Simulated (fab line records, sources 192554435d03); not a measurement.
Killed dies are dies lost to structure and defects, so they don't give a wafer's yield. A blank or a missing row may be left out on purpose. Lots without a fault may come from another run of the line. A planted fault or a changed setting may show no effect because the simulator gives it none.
Split-lot experiment | flow n5_finfet | 7 lots, 21 wafers read, on a route of 1938 steps

THE SPLIT
At N5_BEOL_M0_SAQP_COAT_34 (resist thk 30 nm), the setting spin_rpm was moved away from the recipe's 1500 rpm on 9 of the 21 wafers read, by -8.8% to +11.1%. The other wafers ran this setting at the recipe's value.

FROM THE SPLIT TO THE READING: what the file shows between them, 4 steps
- N5_BEOL_M0_SAQP_EBR_36
- N5_BEOL_M0_SAQP_SOFTBAKE_35: time 60 s
- N5_BEOL_M0_SAQP_EXPOSE_37: exposes mask M0 CUT1, target cd 30 nm
- N5_BEOL_M0_SAQP_PEB_38: peb time 60 s

THE READING
CAR-EUV_of_BEOL_M0_SAQP_COAT_34.thk_nm (the simulator's own value, which no gauge read), in nm, at N5_BEOL_M0_SAQP_DEVELOP_39 (develop time 30 s). The file gives no usual value for it. The 12 wafers here that ran the recipe average 29.5 nm, standard deviation 0.094 nm.

wafer  | tool, chamber at the split | spin_rpm as run, rpm | against the recipe | CAR-EUV_of_BEOL_M0_SAQP_COAT_34.thk_nm, nm | against lot-mates on the recipe
L074.1 | litho_track-03, 0          | 1500                 | recipe             | 29.6                                       | -
L074.3 | litho_track-03, 0          | 1500                 | recipe             | 29.6                                       | -
L074.4 | litho_track-03, 0          | 1667                 | +11.1%             | 28                                         | -1.6
L076.1 | litho_track-02, 0          | 1500                 | recipe             | 29.6                                       | -
L076.2 | litho_track-02, 0          | 1500                 | recipe             | 29.6                                       | -
L076.5 | litho_track-02, 0          | 1500                 | recipe             | 29.6                                       | -
L077.1 | litho_track-01, 0          | 1368                 | -8.8%              | 31                                         | +1.4
L077.5 | litho_track-01, 0          | 1368                 | -8.8%              | 31                                         | +1.4
L077.4 | litho_track-01, 0          | 1500                 | recipe             | 29.6                                       | -
L079.2 | litho_track-02, 0          | 1445                 | -3.7%              | 30.2                                       | +0.6
L079.3 | litho_track-02, 0          | 1445                 | -3.7%              | 30.2                                       | +0.6
L079.6 | litho_track-02, 0          | 1500                 | recipe             | 29.6                                       | -
L084.1 | litho_track-01, 0          | 1500                 | recipe             | 29.4                                       | -
L084.3 | litho_track-01, 0          | 1657                 | +10.5%             | 28                                         | -1.4
L084.4 | litho_track-01, 0          | 1657                 | +10.5%             | 28.2                                       | -1.2
L090.1 | litho_track-03, 0          | 1500                 | recipe             | 29.4                                       | -
L090.2 | litho_track-03, 0          | 1500                 | recipe             | 29.4                                       | -
L090.6 | litho_track-03, 0          | 1500                 | recipe             | 29.4                                       | -
L091.1 | litho_track-01, 0          | 1401                 | -6.6%              | 30.6                                       | +1.0
L091.3 | litho_track-01, 0          | 1401                 | -6.6%              | 30.6                                       | +1.0
L091.6 | litho_track-01, 0          | 1500                 | recipe             | 29.6                                       | -

THE FIT
A straight line over all 21 wafers: CAR-EUV_of_BEOL_M0_SAQP_COAT_34.thk_nm changes by -0.15 nm for each +1% of spin_rpm; r = -0.99; the points scatter about the line by 0.1 nm.
The same after taking each lot's own level away (the mean of its wafers on the recipe; 21 wafers): -0.142 nm for each +1%; r = -1.00; scatter 0.077 nm.
On that fit, the largest move of spin_rpm shifts the reading by 1.6 nm.
The lots' own levels span 29.40 to 29.60 nm, that is 2.1 times the standard deviation above.
So the lot-to-lot level changes the slope little: the two slopes agree.
Check: with one of the wafers moved furthest among these (+11.1%) left out of the fit, the line predicts -1.52 nm for it against its lot-mates. It came out at -1.6 nm against them.

OTHER SPLITS ON THESE WAFERS
These wafers also went through other splits before the reading. Each is held against what the fit with the lots' levels taken away leaves over:
other split on the same wafers       | wafers away from the commonest value | r with CAR-EUV_of_BEOL_M0_SAQP_COAT_34.thk_nm (lot level and that fit taken away)
N5_MOL_CONTACT_COAG_COAT_76 spin_rpm | 7                                    | +0.18
N5_BEOL_M0_SAQP_PECVD_96 time_s      | 7                                    | -0.32
N5_BEOL_M0_SAQP_COAT_08 spin_rpm     | 8                                    | +0.09

THE WHOLE CHAIN: every reading that the file lists as answering this split, in the file's order
step                       | what it does      | reading                                                                                 | change (the file's fit)               | r (the file's)
N5_BEOL_M0_SAQP_COAT_34    | resist thk 30 nm  | CAR-EUV_of_BEOL_M0_SAQP_COAT_34.thk_nm (the simulator's own value, which no gauge read) | -0.147 nm for each +1% of the setting | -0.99
N5_BEOL_M0_SAQP_DEVELOP_39 | develop time 30 s | CAR-EUV_of_BEOL_M0_SAQP_COAT_34.thk_nm (the simulator's own value, which no gauge read) | -0.143 nm for each +1% of the setting | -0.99

THE FILE'S OWN FIT
CAR-EUV_of_BEOL_M0_SAQP_COAT_34.thk_nm changes by -0.143 nm for each +1% of spin_rpm, r = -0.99.
